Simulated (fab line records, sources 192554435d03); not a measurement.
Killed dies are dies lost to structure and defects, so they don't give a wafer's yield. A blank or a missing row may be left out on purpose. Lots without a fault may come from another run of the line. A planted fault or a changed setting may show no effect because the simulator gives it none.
Chamber matching | flow n5_finfet | N5_BEOL_M14_ETCH_67 on rie_diel-03: 4 sister chambers
The step etches SiARC in CF4, target depth 143 nm, time 238.3 s. 4 wafers are shown with their chamber, then 10 later ones without.

WAFERS WITH THEIR CHAMBER
wafer  | chamber | drypump_motor_current_A (A)
L088.1 | 1       | 6.1
L088.5 | 0       | 5.4
L089.1 | 3       | 6.0
L089.2 | 2       | 5.6

WAFERS WITHOUT THEIR CHAMBER
wafer  | drypump_motor_current_A (A)
L089.6 | 6.0
L092.1 | 6.0
L092.3 | 6.2
L092.4 | 5.4
L097.4 | 5.6
L097.5 | 5.6
L097.6 | 6.2
L096.1 | 5.6
L096.5 | 5.6
L096.6 | 6.2

WHICH CHAMBER EACH WENT THROUGH
wafer  | from the rows above     | in truth
L089.6 | can't be placed: 3 or 1 | 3
L092.1 | can't be placed: 3 or 1 | 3
L092.3 | can't be placed: 1 or 3 | 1
L092.4 | 0                       | 0
L097.4 | 2                       | 2
L097.5 | 2                       | 2
L097.6 | can't be placed: 1 or 3 | 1
L096.1 | 2                       | 2
L096.5 | 2                       | 2
L096.6 | can't be placed: 1 or 3 | 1
Placed correctly: 5 of 10. Can't be placed from these rows: 5 (the true chamber is among the candidates in 5). Placed wrongly: 0.
How it was worked out, from the rows above alone: a wafer's distance from a chamber is the root of the sum, over the readings, of the square of ((its reading less the chamber's mean) divided by the reading's scatter). The wafer belongs to the nearest chamber; if the next one is less than 2 further off, it can't be placed. A chamber's mean is the mean of its shown wafers. The scatter: with one shown wafer a chamber, the root of the mean of the squares of how far each hidden wafer lies from its nearest shown one.
